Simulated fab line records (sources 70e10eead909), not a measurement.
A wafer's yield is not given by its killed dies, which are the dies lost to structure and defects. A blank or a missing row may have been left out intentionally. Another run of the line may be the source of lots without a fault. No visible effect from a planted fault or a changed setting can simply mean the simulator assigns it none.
fab line records | flow nand_harc
[record] lots = 11 wafers = 33 last_day = 33
route steps=1302 shown A_STAIRCASE@811 END@1302
lots that met no fault: taken from a fault-free run of the same line
start_h: the number of hours between the record's first day and the start of the first shown wafer of the lot | wait_h: time in hours since the lot's previous step | " the same as in the row above | L1.1+2: one row covering several wafers at once | - either no value or no given start | * or withheld: withheld | < > ~ a bound
route shown NAME@n: NAME is a module with steps in the file, n the number in the route of the first one | usual: the fault-free wafers' mean and standard deviation | same: alike in all rows | chamber/n: place in a boat | sites: readings site by site | _std_site: how widely they spread, as a standard deviation | _edge_site: mean of outer sites minus mean of inner sites | radius_mm: how far each site lies from the wafer's centre | mask NAME#n: copy n | behind: the tool/chamber that last shaped the wafer | hold: the reason the lot was held/the length of the hold in hours/how it ended | device: whichever transistor did not switch (one of n, p or np) | end of line: the tests these same wafers got at the end of their route | for a step that has no rows: nothing shown but its recipe | killed: at the first sort, the dies lost to defects and structure; wafer yield is something else | map: the dies of a wafer, with x for killed, . for not killed, _ for no die there
set.NAME: the setting that was run; set.NAME@STEP: the one run at that earlier step | model.NAME: the simulator's own value behind a step, which no gauge read
route steps across a sampled set of lots; one table per step, one row per wafer
services: when a tool's chamber went out of use (start_h, in hours from the record's first day, below 0 if earlier), for how many hours, and the reason
[[steps]]
[step NHARC_A_STAIRCASE_ETCH_452]
[recipe] target_depth_a = 300 overetch_a = 30 time_s = 16.5 ion_energy_ev = 100 cf4_flow_sccm = 80 o2_flow_sccm = 20 ar_flow_sccm = 0 rf_w = 300 bias_w = 100 chemistry = CF4/O2
[usual] cf4_flow_sccm = 80.03/0.22 drypump_motor_current_A = 5.79/0.23 oes_f_703_au = 1.000/0.0045 oes_o_777_au = 1.001/0.0047 oes_product_au = 1.002/0.016 rf_vpp_V = 197.5/1.2 showerhead_plenum_p_Torr = 1.32/0.041 throttle_valve_pct = 13.396/0.0091
// columns lot.wafer tool chamber start_h wait_h cf4_flow_sccm drypump_motor_current_A oes_f_703_au oes_o_777_au oes_product_au rf_hours_counter_h rf_vpp_V showerhead_plenum_p_Torr throttle_valve_pct
L360.3 rie_diel-12 2 - - 80.28 5.80 0.995 0.997 0.995 26 198.9 1.34 13.409
L360.5 " 3 " " 80.06 5.58 0.995 0.997 0.974 - 198.0 1.27 13.391
L360.6 " 0 " " 80.13 5.80 1.005 1.000 1.010 - 197.6 1.29 13.405
L361.1 rie_diel-12 3 - - 79.73 5.57 0.997 1.002 0.986 32 197.8 1.27 13.399
L361.5 " 2 " " 80.41 5.80 0.994 1.000 1.013 - 198.2 1.34 13.388
L361.6 " 3 " " 80.19 5.58 0.993 1.005 0.995 - 196.1 1.27 13.392
L362.1 rie_diel-04 0 - - 80.05 5.92 1.003 0.998 1.017 9 198.2 1.35 13.391
L362.3 " 2 " " 80.42 6.22 1.007 0.999 1.027 13 198.7 1.40 13.398
L362.6 " 1 " " 79.90 5.60 1.000 1.006 0.995 - 197.9 1.37 13.397
L363.4 rie_diel-04 0 - - 80.07 5.94 1.001 0.998 1.032 11 197.7 1.34 13.387
L363.2 " 3 " " 79.69 5.53 0.999 1.003 1.031 15 197.2 1.31 13.405
L363.6 " 1 " " 80.14 5.56 1.002 1.001 0.995 - 197.5 1.37 13.408
L369.2 rie_diel-04 1 - - 80.11 5.62 0.999 0.997 0.990 32 198.7 1.36 13.410
L369.1 " 2 " " 79.96 6.22 0.997 1.006 1.012 36 199.7 1.40 13.383
L369.4 " 3 " " 79.87 5.51 0.995 1.008 1.011 38 196.4 1.31 13.390
L373.1 rie_diel-05 1 - - 79.58 6.04 1.006 0.996 1.012 31 196.0 1.25 13.394
L373.3 " 3 " " 79.90 5.77 1.010 0.993 0.997 32 198.9 1.28 13.387
L373.4 " 0 " " 79.84 5.42 1.001 0.998 0.987 29 195.4 1.30 13.395
L377.3 rie_diel-04 3 - - 80.10 5.52 1.006 1.005 1.015 0 197.4 1.31 13.398
L377.1 " 0 " " 79.99 5.92 0.998 1.004 1.006 0 197.0 1.34 13.375
L377.2 " 1 " " 79.89 5.59 1.008 1.001 1.006 0 199.1 1.36 13.390
L379.1 rie_diel-12 1 - - 80.06 5.82 0.997 1.010 1.012 39 198.0 1.33 13.395
L379.3 " 2 " " 80.04 5.74 0.993 1.006 0.980 37 196.3 1.33 13.384
L379.5 " 0 " " 79.59 5.80 0.993 0.992 1.009 - 196.7 1.28 13.380
L378.4 rie_diel-05 1 - - 80.09 6.06 1.004 0.999 1.002 58 196.0 1.24 13.404
L378.2 " 2 " " 80.06 6.06 1.001 0.998 1.017 59 196.1 1.31 13.407
L378.6 " 1 " " 80.25 6.07 0.999 0.999 1.016 - 196.0 1.24 13.393
L382.2 rie_diel-12 2 - - 80.11 5.74 0.997 0.998 0.965 48 197.3 1.32 13.395
L382.1 " 3 " " 80.09 5.58 1.001 0.999 0.971 42 195.0 1.26 13.398
L382.4 " 0 " " 80.17 5.82 0.992 1.005 0.996 40 197.7 1.28 13.386
L383.4 rie_diel-12 1 - - 80.00 5.82 1.007 1.007 1.005 53 197.2 1.32 13.400
L383.6 " 3 " " 79.36 5.58 1.008 1.000 0.980 - 196.4 1.26 13.391
L383.5 " 0 " " 79.78 5.85 1.003 1.000 0.995 - 196.5 1.28 13.380
[step NHARC_A_STAIRCASE_HM_DEP_462]
[recipe] target_thk_a = 8000 temp_c = 400 material = aC
[usual] throttle_valve_pct = 35.000/0.0086
// columns lot.wafer tool chamber start_h wait_h throttle_valve_pct
L360.3 acl_dep-03 0 376.51 2.1 34.991
L360.5 " 0 " " 35.005
L360.6 " 0 " " 35.014
L361.1 acl_dep-02 0 383.12 0.1 35.013
L361.5 " 0 384.36 1.3 35.009
L361.6 " 0 " " 34.994
L362.1 acl_dep-03 0 394.14 0.1 34.990
L362.3 " 0 " " 34.987
L362.6 " 0 " " 34.994
L363.2 acl_dep-03 0 407.89 0.9 34.998
L363.4 " 0 " " 35.015
L363.6 " 0 " " 35.000
L369.1 acl_dep-01 0 483.02 0.6 35.012
L369.2 " 0 " " 35.005
L369.4 " 0 " " 34.993
L373.1 acl_dep-01 0 502.96 1.2 34.990
L373.3 " 0 " " 35.000
L373.4 " 0 " " 34.998
L377.1 acl_dep-02 0 547.00 3.0 34.995
L377.2 " 0 " " 35.013
L377.3 " 0 " " 34.985
L379.1 acl_dep-02 0 569.34 0.1 34.990
L379.3 " 0 " " 35.007
L379.5 " 0 " " 34.999
L378.2 acl_dep-02 0 573.51 0.4 34.998
L378.4 " 0 " " 34.991
L378.6 " 0 " " 35.008
L382.1 acl_dep-01 0 595.72 0.1 34.979
L382.2 " 0 " " 34.995
L382.4 " 0 " " 35.002
L383.4 acl_dep-01 0 605.30 1.2 35.017
L383.5 " 0 " " 34.995
L383.6 " 0 " " 35.004
[step NHARC_A_STAIRCASE_ETCH_453]
[recipe] target_depth_a = 300 overetch_a = 30 time_s = 16.5 ion_energy_ev = 100 cf4_flow_sccm = 80 o2_flow_sccm = 20 ar_flow_sccm = 0 rf_w = 300 bias_w = 100 chemistry = CF4/O2
[usual] cf4_flow_sccm = 80.02/0.26 drypump_motor_current_A = 5.80/0.24 oes_f_703_au = 1.000/0.0044 oes_o_777_au = 1.000/0.0049 oes_product_au = 1.002/0.016 rf_vpp_V = 197.4/1.2 showerhead_plenum_p_Torr = 1.31/0.039 throttle_valve_pct = 13.397/0.0073
// columns lot.wafer tool chamber start_h wait_h cf4_flow_sccm drypump_motor_current_A oes_f_703_au oes_o_777_au oes_product_au rf_hours_counter_h rf_vpp_V showerhead_plenum_p_Torr throttle_valve_pct
L360.3 rie_diel-04 0 379.43 - 80.28 5.94 0.997 0.999 1.029 6 196.6 1.35 13.405
L360.5 " 0 " " 80.13 5.94 0.997 0.992 1.018 - 197.9 1.35 13.382
L360.6 " 1 " " 79.70 5.61 0.994 0.996 0.993 - 199.7 1.37 13.406
L361.1 rie_diel-05 2 387.80 - 79.84 6.07 1.007 0.996 1.032 51 197.9 1.32 13.396
L361.5 " 0 " " 79.95 5.40 0.996 0.996 0.971 - 196.9 1.30 13.407
L361.6 " 1 " " 80.09 6.08 1.005 0.997 1.005 - 195.8 1.25 13.390
L362.3 rie_diel-12 1 397.58 - 80.50 5.82 1.006 1.003 1.011 40 197.0 1.34 13.391
L362.1 " 3 " " 80.12 5.60 1.004 0.996 0.998 37 197.2 1.27 13.395
L362.6 " 1 " " 80.22 5.81 1.003 0.990 1.014 - 198.0 1.34 13.397
L363.2 rie_diel-12 1 410.96 - 79.94 5.82 0.993 0.995 1.003 44 197.8 1.34 13.391
L363.4 " 2 " " 80.23 5.79 0.993 1.003 0.994 37 198.4 1.34 13.402
L363.6 " 0 " " 79.98 5.81 1.001 1.001 1.001 - 196.5 1.29 13.402
L369.4 rie_diel-12 0 486.41 - 39.81 5.85 1.144 2.033 1.013 9 197.5 0.88 10.373
L369.1 " 1 " " 40.28 5.83 1.139 2.029 1.027 10 197.6 0.92 10.381
L369.2 " 3 " " 39.47 5.60 1.139 2.038 0.970 9 196.4 0.87 10.376
L373.4 rie_diel-12 2 506.37 - 40.21 5.80 1.140 2.025 0.980 16 198.3 0.92 10.379
L373.3 " 3 " " 40.19 5.60 1.145 2.036 0.964 15 197.5 0.87 10.368
L373.1 " 0 " " 40.20 5.82 1.141 2.036 1.013 16 197.0 0.88 10.361
L377.1 rie_diel-05 1 550.87 - 80.18 6.04 1.005 0.999 1.010 51 196.7 1.24 13.398
L377.3 " 2 " " 80.28 6.07 0.994 1.004 1.006 52 197.1 1.31 13.396
L377.2 " 3 " " 80.27 5.74 1.003 0.995 0.998 50 198.1 1.28 13.404
L379.3 rie_diel-04 2 572.60 - 80.24 6.24 1.001 1.003 1.025 9 199.9 1.39 13.399
L379.1 " 0 " " 79.72 5.94 0.999 1.002 1.025 11 198.1 1.33 13.392
L379.5 " 2 " " 80.21 6.25 1.003 0.995 1.024 - 199.5 1.39 13.410
L378.4 rie_diel-05 0 576.59 - 80.31 5.40 1.009 0.989 0.980 54 198.2 1.29 13.408
L378.2 " 2 " " 79.77 6.08 0.999 0.999 1.008 60 197.9 1.31 13.393
L378.6 " 0 " " 80.13 5.41 0.999 1.001 0.976 - 196.7 1.29 13.408
L382.1 rie_diel-05 2 599.10 - 79.59 6.08 1.004 1.004 1.008 2 196.7 1.31 13.413
L382.2 " 3 " " 79.48 5.73 1.003 1.001 0.992 2 195.8 1.28 13.395
L382.4 " 1 " " 80.12 6.04 1.000 0.995 1.004 2 195.7 1.24 13.396
L383.5 rie_diel-04 1 607.86 - 79.96 5.55 1.006 0.993 1.017 - 198.8 1.36 13.398
L383.4 " 3 " " 79.71 5.55 0.996 0.996 1.009 - 198.0 1.30 13.397
L383.6 " 0 " " 80.42 5.92 0.994 1.003 1.017 - 198.6 1.33 13.392
[step NHARC_A_STAIRCASE_STRIP_316]
[recipe] o2_flow_sccm = 500 ar_flow_sccm = 0 bias_w = 0 chemistry = O2
[usual] drypump_motor_current_A = 5.81/0.23 oes_product_au = 1.003/0.015 rf_vpp_V = 57.6/0.84 showerhead_plenum_p_Torr = 3.46/0.094 throttle_valve_pct = 17.036/0.009
// columns lot.wafer tool chamber start_h wait_h drypump_motor_current_A oes_product_au rf_hours_counter_h rf_vpp_V showerhead_plenum_p_Torr throttle_valve_pct
L360.3 rie_diel-04 0 - - 5.93 1.028 6 58.7 3.56 17.038
L360.6 " 3 " " 5.54 1.019 - 58.7 3.48 17.024
L360.5 " 0 " " 5.95 1.021 - 58.6 3.56 17.035
L361.1 rie_diel-05 1 - - 6.06 1.013 56 57.2 3.32 17.040
L361.5 " 1 " " 6.07 1.014 - 57.7 3.33 17.032
L361.6 " 2 " " 6.08 1.029 - 56.9 3.50 17.033
L362.3 rie_diel-12 3 - - 5.59 0.982 38 58.4 3.36 17.043
L362.1 " 0 " " 5.85 1.010 39 56.6 3.41 17.037
L362.6 " 3 " " 5.59 0.990 - 58.5 3.36 17.021
L363.2 rie_diel-12 3 - - 5.61 0.989 41 56.4 3.36 17.033
L363.4 " 0 " " 5.85 1.004 43 56.5 3.41 17.028
L363.6 " 2 " " 5.81 0.995 - 57.0 3.53 17.028
L369.2 rie_diel-12 0 - - 5.86 1.013 9 58.1 3.40 17.029
L369.1 " 1 " " 5.82 1.020 10 57.6 3.52 17.039
L369.4 " 3 " " 5.61 0.976 9 56.8 3.35 17.034
L373.1 rie_diel-12 0 - - 5.84 1.006 17 57.2 3.39 17.030
L373.4 " 1 " " 5.85 1.014 17 57.1 3.52 17.020
L373.3 " 3 " " 5.59 0.970 15 56.6 3.35 17.033
L377.2 rie_diel-05 2 - - 6.10 1.012 52 57.7 3.47 17.046
L377.1 " 3 " " 5.79 1.000 51 57.9 3.39 17.044
L377.3 " 0 " " 5.43 0.968 47 58.7 3.42 17.035
L379.1 rie_diel-04 1 - - 5.62 1.012 10 58.1 3.59 17.040
L379.3 " 3 " " 5.58 1.006 11 58.2 3.45 17.036
L379.5 " 1 " " 5.60 1.003 - 57.3 3.59 17.031
L378.4 rie_diel-05 3 - - 5.79 1.017 59 57.2 3.38 17.045
L378.2 " 0 " " 5.43 0.991 55 56.9 3.42 17.034
L378.6 " 1 " " 6.06 1.008 - 56.6 3.29 17.037
L382.1 rie_diel-05 0 - - 5.42 1.009 2 56.8 3.41 17.031
L382.2 " 1 " " 6.07 1.000 2 56.8 3.29 17.044
L382.4 " 3 " " 5.77 0.986 2 57.0 3.38 17.046
L383.5 rie_diel-04 1 - - 5.57 0.987 - 57.8 3.58 17.044
L383.4 " 3 " " 5.52 1.011 - 58.1 3.44 17.025
L383.6 " 0 " " 5.95 1.020 - 58.0 3.52 17.035
[step NHARC_END_SORT_01]
[recipe] temp_c = 25
[usual] killed_at_array = 52/19 killed_at_other = 1.0/1.2 killed_at_periphery = 4.1/2.8 killed_dies = 57/19 killed_open = 3.1/1.7 killed_short = 2.5/1.5
[same] gross_dies = 677
// columns lot.wafer tool chamber start_h wait_h killed_at_array killed_at_other killed_at_periphery killed_dies killed_open killed_short
L369.1 prober-01 0 666.72 2.5 24 0 5 29 4 4
L369.2 prober-01 0 667.51 2.8 29 0 6 35 3 4
L369.4 prober-01 0 669.10 3.4 19 1 1 21 3 2
// killed by level:class
L369.1 A_CHANNEL_HOLE_D1:chamber_film_flake=4 A_CONTACT:chamber_film_flake=4 A_CHANNEL_HOLE_D2:chamber_film_flake=3 A_WL_FILL:geometric_particle:short=2 A_BLC:geometric_particle:open=2 P_STI:chamber_film_flake=2 P_GATE:chamber_film_flake=2 A_SLIT:chamber_film_flake=2
L369.2 A_CHANNEL_HOLE_D1:chamber_film_flake=12 A_CHANNEL_HOLE_D2:chamber_film_flake=4 A_CONTACT:chamber_film_flake=4 P_CONTACT:geometric_particle:open=2 P_CONTACT:geometric_particle:short=1 P_M1:geometric_particle:short=1 A_ONON_D1:geometric_particle:short=1 A_CONTACT:geometric_particle:open=1
L369.4 A_CHANNEL_HOLE_D1:chamber_film_flake=10 A_CONTACT:chamber_film_flake=3 P_M2:geometric_particle:open=1 A_SOURCE_PLATE:geometric_particle:open=1 A_CHANNEL_HOLE_D1:geometric_particle:short=1 A_CHANNEL_FILL_D2:geometric_particle:short=1 A_CHANNEL_FILL_D2:geometric_particle:open=1 A_CHANNEL_HOLE_D2:chamber_film_flake=1
[[services]]
// columns tool chamber start_h hours kind
rie_diel-12 0 353.26 - clean
rie_diel-12 1 353.26 - clean
rie_diel-12 2 353.26 - clean
rie_diel-12 3 353.26 - clean
rie_diel-04 - 355.26 9.0 pm
acl_dep-02 - 361.26 3.9 repair
acl_dep-01 - 367.15 13.0 pm
rie_diel-12 0 377.79 - clean
rie_diel-12 1 377.79 - clean
rie_diel-12 2 377.79 - clean
rie_diel-05 - 406.62 9.0 pm
acl_dep-02 - 425.45 13.0 pm
rie_diel-05 1 434.90 8.5 repair
rie_diel-12 1 436.89 4.7 repair
rie_diel-12 - 447.69 9.0 pm
acl_dep-03 - 481.07 13.0 pm
rie_diel-05 0 488.97 8.7 repair
rie_diel-04 - 532.26 9.0 pm
acl_dep-01 - 548.81 13.0 pm
rie_diel-12 0 576.81 15.6 repair
rie_diel-05 - 583.62 9.0 pm
rie_diel-12 - 598.60 0.9 repair
rie_diel-12 1 603.50 19.8 repair
rie_diel-04 2 604.25 8.0 repair
[[key]]
[first_sign] step = NHARC_A_STAIRCASE_ETCH_453 reading = throttle_valve_pct direction = down sigmas = 99+ usual = 13.397 struck = 10.373
[effect] step = NHARC_A_STAIRCASE_ETCH_453 reading = oes_o_777_au direction = up sigmas = 99+ usual = 1.000 struck = 2.033
met_at NHARC_A_STAIRCASE_ETCH_453
struck_lots L369,L373
tester_left_out L369,L373
not_acting_at NHARC_A_STAIRCASE_ETCH_452,NHARC_A_STAIRCASE_HM_DEP_462,NHARC_A_STAIRCASE_STRIP_316
onset_between 410.96 486.41
[fault] kind = process_parameter_drift tool = rie_diel-12 chamber = - onset_h = 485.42 steps = NHARC_A_STAIRCASE_ETCH_453 channel = cf4_flow_sccm offset = -40 shape = step end_h = 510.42 acts_in = these_recipes_only stated = 80
// tester_left_out: of these lots the tester's yield and bins aren't shown, on N5 and GAA mostly nor the transistor test; their killed dies are dies lost to structure and defects alone, not to doping, threshold or leakage, so they don't give the yield
